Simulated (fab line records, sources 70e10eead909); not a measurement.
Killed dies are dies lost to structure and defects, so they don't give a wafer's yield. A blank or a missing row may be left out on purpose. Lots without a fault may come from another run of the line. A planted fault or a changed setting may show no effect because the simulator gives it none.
Chamber matching | flow nand_harc | NHARC_A_STAIRCASE_ETCH_169 on rie_diel-11: 4 sister chambers
The step etches the open film in CH3F/O2, target depth 50 nm, time 107.1 s. 8 wafers are shown with their chamber, then 8 later ones without.

WAFERS WITH THEIR CHAMBER
wafer  | chamber | showerhead_plenum_p_Torr (Torr) | drypump_motor_current_A (A)
L821.2 | 1       | 2.49                            | 5.84
L820.1 | 1       | 2.49                            | 5.84
L820.5 | 0       | 2.49                            | 6.08
L825.1 | 2       | 2.57                            | 5.40
L825.2 | 0       | 2.48                            | 6.08
L825.3 | 3       | 2.50                            | 5.51
L826.1 | 2       | 2.57                            | 5.38
L826.4 | 3       | 2.50                            | 5.48

WAFERS WITHOUT THEIR CHAMBER
wafer  | showerhead_plenum_p_Torr (Torr) | drypump_motor_current_A (A)
L826.6 | 2.50                            | 5.51
L832.1 | 2.48                            | 5.83
L832.2 | 2.49                            | 5.54
L832.5 | 2.48                            | 5.84
L830.1 | 2.56                            | 5.39
L830.4 | 2.48                            | 5.87
L836.5 | 2.49                            | 5.52
L836.6 | 2.56                            | 5.38

WHICH CHAMBER EACH WENT THROUGH
wafer  | from the rows above | in truth
L826.6 | 3                   | 3
L832.1 | 1                   | 1
L832.2 | 3                   | 3
L832.5 | 1                   | 1
L830.1 | 2                   | 2
L830.4 | 1                   | 1
L836.5 | 3                   | 3
L836.6 | 2                   | 2
Placed correctly: 8 of 8. Can't be placed from these rows: 0. Placed wrongly: 0.
How it was worked out, from the rows above alone: a wafer's distance from a chamber is the root of the sum, over the readings, of the square of ((its reading less the chamber's mean) divided by the reading's scatter). The wafer belongs to the nearest chamber; if the next one is less than 2 further off, it can't be placed. A chamber's mean is the mean of its shown wafers. The scatter: the root of (the sum of the squares of (reading less its chamber's mean) over the shown wafers, divided by (wafers less chambers)).
